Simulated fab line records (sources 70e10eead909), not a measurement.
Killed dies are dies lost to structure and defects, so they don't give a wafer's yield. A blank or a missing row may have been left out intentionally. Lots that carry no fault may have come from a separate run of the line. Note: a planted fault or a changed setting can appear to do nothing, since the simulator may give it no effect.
What tool caused it?    flow nand_harc    Sampling: 12 lots, 36 wafers, 5 of 1159 route steps

WHAT THE GAUGES READ, wafer by wafer
NHARC_A_CONTACT_CD_MEAS_42: target cd 200 nm.
lot   measured      on         cd_nm (nm)
L744  day 16 07:44  cd_sem-02  200.1 199.6 200.5
L748  day 16 18:50  cd_sem-02  200.2 199.6 200.4
L747  day 17 00:22  cd_sem-01  199.6 200.4 199.3
L751  day 18 08:09  cd_sem-01  199.5 200.0 200.5
L752  day 18 13:25  cd_sem-01  200.3 200.0 200.3
L753  day 18 13:49  cd_sem-01  200.7 199.9 199.8
L749  day 18 17:41  cd_sem-03  199.7 199.0 199.3
L757  day 19 03:41  cd_sem-02  200.1 200.2 199.3
L763  day 21 10:46  cd_sem-03  199.7 199.3 200.1
L764  day 21 23:27  cd_sem-02  199.5 199.5 199.6
L765  day 21 23:37  cd_sem-01  200.4 199.1 200.4
L767  day 22 05:21  cd_sem-02  200.0 199.9 200.3

NHARC_END_SORT_01.
lot   measured      on         killed_at_array  killed_at_other  killed_at_periphery  killed_dies  killed_open  killed_short
L753  day 21 23:04  prober-01  670 668 670      0 0 0            7 9 7                677 677 677  1 3 4        1 1 2
L749  day 21 16:53  prober-01  672 673 675      0 1 0            5 3 2                677 677 677  7 4 4        2 2 1

EACH LOT AND THE TOOL THAT RAN IT (in order: tool; ch and the chambers of the sampled wafers; start)
lot   NHARC_A_CONTACT_ETCH_49             NHARC_A_CONTACT_ETCH_111              NHARC_A_CONTACT_ETCH_113
L744  rie_diel-09 ch 2,3, day 16 08:17    har_cap_etch-02 ch 0,1, day 16 09:26  har_cap_etch-02 ch 0,1, day 16 09:41
L748  rie_diel-10 ch 0,1,2, day 16 19:23  har_cap_etch-01 ch 0,1, day 16 20:24  har_cap_etch-01 ch 0,1, day 16 20:47
L747  rie_diel-10 ch 0,2,3, day 17 00:48  har_cap_etch-01 ch 0,1, day 17 01:51  har_cap_etch-01 ch 0,1, day 17 02:07
L751  rie_diel-09 ch 0,1,2, day 18 08:36  har_cap_etch-02 ch 0,1, day 18 09:37  har_cap_etch-02 ch 0,1, day 18 09:54
L752  rie_diel-11 ch 0,1,3, day 18 13:46  har_cap_etch-03 ch 0,1, day 18 14:55  har_cap_etch-03 ch 0,1, day 18 15:12
L753  rie_diel-09 ch 0,1,2, day 18 15:38  har_cap_etch-01 ch 0, day 18 16:40    har_cap_etch-01 ch 0, day 18 16:57
L749  rie_diel-10 ch 1,3, day 18 18:05    har_cap_etch-01 ch 0,1, day 18 19:40  har_cap_etch-01 ch 0,1, day 18 19:55
L757  rie_diel-10 ch 0,2, day 19 04:08    har_cap_etch-02 ch 0,1, day 19 05:43  har_cap_etch-02 ch 0,1, day 19 06:14
L763  rie_diel-10 ch 0,1,3, day 21 11:14  har_cap_etch-02 ch 0,1, day 21 12:15  har_cap_etch-02 ch 0,1, day 21 12:32
L764  rie_diel-11 ch 0,1,2, day 21 23:51  har_cap_etch-03 ch 0,1, day 22 00:54  har_cap_etch-03 ch 0,1, day 22 01:11
L765  rie_diel-10 ch 0,2,3, day 21 23:59  har_cap_etch-02 ch 0,1, day 22 01:07  har_cap_etch-02 ch 0,1, day 22 01:23
L767  rie_diel-09 ch 1,2, day 22 05:44    har_cap_etch-02 ch 0,1, day 22 06:55  har_cap_etch-02 ch 0,1, day 22 07:09
- NHARC_A_CONTACT_ETCH_49: etches the open film in N2/H2, target depth 260 nm, time 475.3 s.
- NHARC_A_CONTACT_ETCH_111: etches the open film in C4F8/O2/Ar, time 140 s, target depth 700 nm.
- NHARC_A_CONTACT_ETCH_113: etches the open film in C4F8/O2/Ar, time 94 s, target depth 922 nm.

AS READ BY THE TOOLS THEMSELVES (means over the sampled wafers that have a number; for cases with no such wafer, the mark the record gives instead)
NHARC_A_CONTACT_ETCH_49.
lot   tool         bias_w (W)  chamber_pressure_mTorr (mTorr)  drypump_motor_current_A (A)  mfc_ar_sccm (sccm)  oes_product_au (a.u.)  rf_vpp_V (V)  showerhead_plenum_p_Torr (Torr)  throttle_valve_pct (%)
L744  rie_diel-09  150.4       30.004                          5.7                          0.000               0.994                  432           2.07                             14.170
L748  rie_diel-10  150.2       30.007                          5.5                          0.000               1.008                  430           2.02                             14.185
L747  rie_diel-10  149.7       30.003                          5.5                          0.000               1.010                  430           2.00                             14.178
L751  rie_diel-09  149.9       30.008                          5.6                          0.014               0.999                  430           2.07                             14.159
L752  rie_diel-11  150.2       29.995                          5.3                          0.000               1.002                  428           1.96                             14.163
L753  rie_diel-09  -           -                               -                            -                   -                      -             -                                -
L749  rie_diel-10  -           -                               -                            -                   -                      -             -                                -
L757  rie_diel-10  150.5       30.019                          5.6                          0.000               0.999                  427           1.94                             14.174
L763  rie_diel-10  150.1       29.998                          5.4                          0.000               1.007                  431           2.07                             14.174
L764  rie_diel-11  150.2       29.976                          5.6                          0.000               0.998                  429           1.96                             14.175
L765  rie_diel-10  149.9       29.999                          5.5                          0.000               1.009                  429           1.99                             14.165
L767  rie_diel-09  150.0       30.016                          5.9                          0.014               0.996                  430           2.03                             14.168

NHARC_A_CONTACT_ETCH_111.
lot   tool             chamber_pressure_mTorr (mTorr)  oes_air_line_au (a.u.)
L744  har_cap_etch-02  19.993                          1.002
L748  har_cap_etch-01  20.014                          0.966
L747  har_cap_etch-01  20.005                          0.995
L751  har_cap_etch-02  19.988                          1.007
L752  har_cap_etch-03  19.992                          1.003
L753  har_cap_etch-01  20.011                          1.012
L749  har_cap_etch-01  20.003                          0.994
L757  har_cap_etch-02  20.008                          0.996
L763  har_cap_etch-02  19.996                          0.998
L764  har_cap_etch-03  19.986                          1.002
L765  har_cap_etch-02  20.001                          1.001
L767  har_cap_etch-02  20.004                          1.002

NHARC_A_CONTACT_ETCH_113.
lot   tool             chamber_pressure_mTorr (mTorr)  oes_air_line_au (a.u.)
L744  har_cap_etch-02  20.009                          1.022
L748  har_cap_etch-01  19.985                          0.994
L747  har_cap_etch-01  19.985                          1.001
L751  har_cap_etch-02  20.011                          0.982
L752  har_cap_etch-03  19.989                          0.993
L753  har_cap_etch-01  20.006                          0.993
L749  har_cap_etch-01  20.005                          0.987
L757  har_cap_etch-02  19.981                          0.988
L763  har_cap_etch-02  20.016                          0.990
L764  har_cap_etch-03  19.994                          1.010
L765  har_cap_etch-02  19.997                          0.985
L767  har_cap_etch-02  19.990                          0.992

THE ANSWER, worked out from the rows above alone
Rule: usual is defined by the lots themselves. The widest of any qualifying gaps counts: lots, ordered by their means at a reading, are off when they make up no more than a third of the lots, leave a main group of 4 or more, and stand apart from it by 3 or more times the standard deviation of that group's means. The tables above print the reading to a certain number of digits; a main group whose means all agree to those digits is not used. Also off: a lot with no number at a reading for which 4 or more lots have one. Any other lot the step has rows for is counted as sound. After the gauges, taken in route order, come the tools' own readings; for these a lot's mean is taken, as printed above. At the first step where some lot is off, the reading lying furthest off is the one used; lots without a number count as furthest.
Off, at NHARC_A_CONTACT_ETCH_49 on bias_w: L753, L749. Without a number there: L753, L749. The main group: mean 150.1 W, standard deviation 0.23.
A tool fits if, at that step or a process step before it, it ran every lot that is off, and no sound lot after the first of them. None of those tried fits.

WHAT HAD BEEN PUT IN BY THE SIMULATOR
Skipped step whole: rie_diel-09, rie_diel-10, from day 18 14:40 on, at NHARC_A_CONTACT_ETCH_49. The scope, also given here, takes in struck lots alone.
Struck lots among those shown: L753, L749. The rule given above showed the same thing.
